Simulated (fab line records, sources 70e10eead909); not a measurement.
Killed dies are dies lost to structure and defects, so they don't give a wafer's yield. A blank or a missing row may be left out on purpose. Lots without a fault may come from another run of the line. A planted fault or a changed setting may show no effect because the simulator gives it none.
Which tool did it? | flow nand_harc | 10 lots, 30 wafers sampled, at 5 steps of a route of 1302

WHAT THE GAUGES READ, wafer by wafer
NHARC_P_M1_INSPECT_11. Usual: raw_defect_count 4.3, standard deviation 2.6.
lot  | measured     | on                | raw_defect_count | flag
L267 | day 6 11:21  | defect_inspect-02 | 3 1 3            |
L269 | day 6 23:45  | defect_inspect-01 | 6 5 4            |
L271 | day 8 00:05  | defect_inspect-02 | 2 2 3            |
L275 | day 9 16:30  | defect_inspect-01 | 5 10 6           |
L281 | day 12 06:54 | defect_inspect-02 | 5 5 5            |
L282 | day 12 07:36 | defect_inspect-01 | 5 5 1            |
L283 | day 12 21:52 | defect_inspect-02 | 3 4 3            |
L286 | day 14 02:19 | defect_inspect-02 | 5 5 2            |
L287 | day 14 16:26 | defect_inspect-02 | 1 3 2            |
L290 | day 15 23:12 | defect_inspect-02 | 4 8 10           |

NHARC_END_SORT_01. Usual: defect_limited_yield 91.1 %, standard deviation 2.8; killed_at_array 56, standard deviation 19; killed_at_other 1.0, standard deviation 1.5; killed_at_periphery 3.4, standard deviation 2.4; killed_dies 60, standard deviation 19; killed_open 3.3, standard deviation 1.8; killed_short 2.4, standard deviation 1.7; sort_bin_2_pct 3.2 %, standard deviation 1.3; sort_bin_3_pct 0.7 %, standard deviation 0.39; sort_bin_4_pct 4.9 %, standard deviation 1.6; sort_n_pass 617, standard deviation 19; sort_rim_yield_pct 89 %, standard deviation 4.2; sort_yield_pct 91.1 %, standard deviation 2.8.
lot  | measured     | on        | defect_limited_yield (%) | killed_at_array | killed_at_other | killed_at_periphery | killed_dies | killed_open | killed_short | sort_bin_2_pct (%) | sort_bin_3_pct (%) | sort_bin_4_pct (%) | sort_n_pass | sort_rim_yield_pct (%) | sort_yield_pct (%) | flag
L271 | day 26 15:14 | prober-01 | 89.7 90.1 90.3           | 68 66 66        | 0 0 0           | 2 1 0               | 70 67 66    | 2 5 2       | 2 2 1        | 3.5 4.0 3.5        | 1.2 0.9 0.1        | 5.6 5.0 6.1        | 607 610 611 | 84 87 93               | 89.7 90.1 90.3     |
L282 | day 30 01:36 | prober-02 | 91.4 92.9 91.7           | 55 46 54        | 0 0 0           | 3 2 2               | 58 48 56    | 2 3 2       | 4 0 5        | 3.8 1.9 2.2        | 0.4 0.4 0.6        | 4.3 4.7 5.5        | 619 629 621 | 97 94 91               | 91.4 92.9 91.7     |
L283 | day 31 04:42 | prober-01 | 94.8 92.3 93.9           | 27 43 35        | 1 4 1           | 7 5 5               | 35 52 41    | 3 1 2       | 4 5 0        | 2.2 2.7 2.4        | 0.4 0.4 0.4        | 2.5 4.6 3.2        | 642 625 636 | 92 87 90               | 94.8 92.3 93.9     |

WHICH TOOL RAN EACH LOT (tool, then ch and the chambers of the sampled wafers, then the start)
lot  | NHARC_P_M1_DESCUM_14               | NHARC_P_M1_ETCH_35                 | NHARC_P_M1_ETCH_28
L267 | rie_diel-10 ch 1,3, day 6 11:25    | rie_diel-10 ch 0,1, day 6 11:30    | rie_diel-11 ch 0,3, no start
L269 | rie_diel-10 ch 0,1,3, day 6 23:49  | rie_diel-10 ch 0,1,3, day 6 23:54  | rie_diel-11 ch 0,1,3, no start
L271 | rie_diel-10 ch 0,1,2, day 8 00:09  | rie_diel-10 ch 1,2,3, day 8 00:14  | rie_diel-11 ch 0,1,3, day 26 15:14 or earlier
L275 | rie_diel-11 ch 2,3, day 9 16:34    | rie_diel-11 ch 2,3, day 9 16:39    | rie_diel-10 ch 1,3, no start
L281 | rie_diel-10 ch 1,2, day 12 06:58   | rie_diel-10 ch 2,3, day 12 07:03   | rie_diel-11 ch 1,2, no start
L282 | rie_diel-10 ch 0,1, day 12 07:40   | rie_diel-10 ch 0,1,3, day 12 07:45 | rie_diel-10 ch 0,1,2, day 30 01:36 or earlier
L283 | rie_diel-10 ch 1,3, day 12 21:56   | rie_diel-10 ch 1,3, day 12 22:01   | rie_diel-10 ch 1,2,3, day 31 04:42 or earlier
L286 | rie_diel-11 ch 1,2, day 14 02:22   | rie_diel-11 ch 0,1, day 14 02:28   | rie_diel-10 ch 0,2,3, no start
L287 | rie_diel-11 ch 0,2,3, day 14 16:31 | rie_diel-11 ch 1,2,3, day 14 16:35 | rie_diel-10 ch 0,1,2, no start
L290 | rie_diel-11 ch 0,3, day 15 23:16   | rie_diel-11 ch 0,1,2, day 15 23:21 | rie_diel-10 ch 0,3, no start
- NHARC_P_M1_DESCUM_14: chemistry O2, time 3 s.
- NHARC_P_M1_ETCH_35: etches the open film in N2/H2, target depth 40 nm, overetch 12 nm, time 43.94 s.
- NHARC_P_M1_ETCH_28: etches the open film in CF4/N2, target depth 30 nm, time 72.99 s.

WHAT THE TOOLS THEMSELVES READ (means of the sampled wafers that have a number; where no wafer has one, the mark that the record gives instead)
NHARC_P_M1_DESCUM_14. Usual: chamber_pressure_mTorr 60.00 mTorr, standard deviation 0.05; drypump_motor_current_A 5.8 A, standard deviation 0.51; o2_flow_sccm 200.0 sccm, standard deviation 0.63; oes_product_au 1.000 a.u., standard deviation 0.011; rf_vpp_V 57.7 V, standard deviation 0.9; showerhead_plenum_p_Torr 1.89 Torr, standard deviation 0.099; throttle_valve_pct 11.311 %, standard deviation 0.0095.
lot  | tool        | chamber_pressure_mTorr (mTorr) | drypump_motor_current_A (A) | o2_flow_sccm (sccm) | oes_product_au (a.u.) | rf_vpp_V (V) | showerhead_plenum_p_Torr (Torr) | throttle_valve_pct (%) | flag
L267 | rie_diel-10 | 59.95                          | 6.2                         | 200.8               | 0.999                 | 57.5         | 1.87                            | 11.300                 |
L269 | rie_diel-10 | 59.97                          | 6.0                         | 200.0               | 0.987                 | 57.0         | 1.95                            | 11.308                 |
L271 | rie_diel-10 | 60.01                          | 5.9                         | 200.0               | 0.993                 | 57.5         | 1.92                            | 11.312                 |
L275 | rie_diel-11 | 59.99                          | 5.7                         | 199.1               | 1.001                 | 58.2         | 1.87                            | 11.311                 |
L281 | rie_diel-10 | 59.99                          | 6.1                         | 200.0               | 0.989                 | 57.2         | 1.85                            | 11.303                 |
L282 | rie_diel-10 | 59.95                          | 5.9                         | 199.8               | 1.009                 | 58.1         | 1.90                            | 11.309                 |
L283 | rie_diel-10 | 60.03                          | 6.2                         | 199.8               | 0.997                 | 58.0         | 1.87                            | 11.308                 |
L286 | rie_diel-11 | 60.01                          | 6.3                         | 200.3               | 0.999                 | 57.6         | 1.94                            | 11.319                 |
L287 | rie_diel-11 | 60.05                          | 5.6                         | 199.9               | 1.000                 | 58.1         | 1.89                            | 11.320                 |
L290 | rie_diel-11 | 59.99                          | 5.2                         | 200.5               | 1.010                 | 57.2         | 1.81                            | 11.321                 |

NHARC_P_M1_ETCH_35. Usual: bias_w 150.0 W, standard deviation 0.43; chamber_pressure_mTorr 29.999 mTorr, standard deviation 0.027; drypump_motor_current_A 5.9 A, standard deviation 0.51; oes_product_au 1.000 a.u., standard deviation 0.0093; rf_vpp_V 430 V, standard deviation 3.2; showerhead_plenum_p_Torr 2.03 Torr, standard deviation 0.11; throttle_valve_pct 14.171 %, standard deviation 0.0093.
lot  | tool        | bias_w (W) | chamber_pressure_mTorr (mTorr) | drypump_motor_current_A (A) | oes_product_au (a.u.) | rf_vpp_V (V) | showerhead_plenum_p_Torr (Torr) | throttle_valve_pct (%) | flag
L267 | rie_diel-10 | 150.0      | 29.996                         | 5.9                         | 0.998                 | 429          | 2.03                            | 14.177                 |
L269 | rie_diel-10 | 149.6      | 30.004                         | 6.0                         | 0.995                 | 432          | 2.08                            | 14.176                 |
L271 | rie_diel-10 | 149.9      | 30.007                         | 6.2                         | 0.985                 | 429          | 2.01                            | 14.168                 |
L275 | rie_diel-11 | 149.9      | 29.992                         | 5.8                         | 1.006                 | 429          | 1.99                            | 14.169                 |
L281 | rie_diel-10 | 150.3      | 30.013                         | 6.3                         | 0.892                 | 432          | 2.06                            | 14.176                 | OFF
L282 | rie_diel-10 | 149.7      | 30.015                         | 6.0                         | 0.949                 | 431          | 2.08                            | 14.177                 | OFF
L283 | rie_diel-10 | 149.9      | 29.984                         | 6.3                         | 0.947                 | 431          | 2.04                            | 14.176                 | OFF
L286 | rie_diel-11 | 150.1      | 30.026                         | 5.4                         | 0.992                 | 428          | 1.93                            | 14.162                 |
L287 | rie_diel-11 | 149.8      | 30.018                         | 5.9                         | 1.001                 | 429          | 1.99                            | 14.165                 |
L290 | rie_diel-11 | 150.3      | 29.998                         | 5.7                         | 1.005                 | 429          | 2.01                            | 14.172                 |

NHARC_P_M1_ETCH_28. Usual: bias_w 99.99 W, standard deviation 0.28; cf4_flow_sccm 50.00 sccm, standard deviation 0.14; chamber_pressure_mTorr 30.000 mTorr, standard deviation 0.027; drypump_motor_current_A 5.8 A, standard deviation 0.56; oes_product_au 1.001 a.u., standard deviation 0.0083; rf_vpp_V 313.8 V, standard deviation 2.4; showerhead_plenum_p_Torr 2.61 Torr, standard deviation 0.13; throttle_valve_pct 19.794 %, standard deviation 0.0093.
lot  | tool        | bias_w (W) | cf4_flow_sccm (sccm) | chamber_pressure_mTorr (mTorr) | drypump_motor_current_A (A) | oes_product_au (a.u.) | rf_vpp_V (V) | showerhead_plenum_p_Torr (Torr) | throttle_valve_pct (%) | flag
L267 | rie_diel-11 | 99.90      | 49.89                | 29.980                         | 5.0                         | 1.005                 | 313.1        | 2.53                            | 19.800                 |
L269 | rie_diel-11 | 100.15     | 50.03                | 29.996                         | 5.3                         | 1.001                 | 311.9        | 2.50                            | 19.791                 |
L271 | rie_diel-11 | 100.10     | 49.95                | 29.997                         | 5.3                         | 1.001                 | 311.8        | 2.49                            | 19.792                 |
L275 | rie_diel-10 | 99.98      | 49.84                | 30.006                         | 6.3                         | 0.991                 | 314.0        | 2.63                            | 19.795                 |
L281 | rie_diel-11 | 100.04     | 49.96                | 30.007                         | 6.3                         | 1.002                 | 314.9        | 2.67                            | 19.792                 |
L282 | rie_diel-10 | 99.69      | 50.11                | 30.009                         | 5.9                         | 0.995                 | 313.6        | 2.63                            | 19.785                 |
L283 | rie_diel-10 | 99.77      | 50.11                | 30.002                         | 6.2                         | 0.993                 | 313.7        | 2.59                            | 19.799                 |
L286 | rie_diel-10 | 99.99      | 49.91                | 29.991                         | 6.0                         | 0.995                 | 315.0        | 2.70                            | 19.790                 |
L287 | rie_diel-10 | 100.24     | 49.99                | 30.001                         | 5.9                         | 0.997                 | 313.7        | 2.63                            | 19.800                 |
L290 | rie_diel-10 | 100.04     | 49.90                | 30.016                         | 5.9                         | 1.000                 | 316.3        | 2.78                            | 19.788                 |

THE ANSWER, worked out from the rows above alone
Rule: a lot is off if the mean of its wafers that have a number lies more than 3 standard deviations from the usual mean. A lot without any number at a reading at which 4 lots or more have one is off too. The other lots that the step has rows for count as sound. The gauges are gone through in route order, then the tools' own readings, and for those a lot's mean is taken as printed above. The first step at which some lot is off is used, and at that step the reading that is off furthest; a lot without a number counts as furthest.
Off: L281, L282, L283, at NHARC_P_M1_ETCH_35 (oes_product_au).
A tool fits if, at that step or a process step before it, it ran every lot that is off, and no sound lot after the first of them. One fits: rie_diel-10 at NHARC_P_M1_DESCUM_14 and NHARC_P_M1_ETCH_35. At NHARC_P_M1_DESCUM_14 its last sound lot is L271 (day 8 00:09), its first lot that is off L281 (day 12 06:58): a fault that began between those two fits.

WHAT THE SIMULATOR HAD PUT IN
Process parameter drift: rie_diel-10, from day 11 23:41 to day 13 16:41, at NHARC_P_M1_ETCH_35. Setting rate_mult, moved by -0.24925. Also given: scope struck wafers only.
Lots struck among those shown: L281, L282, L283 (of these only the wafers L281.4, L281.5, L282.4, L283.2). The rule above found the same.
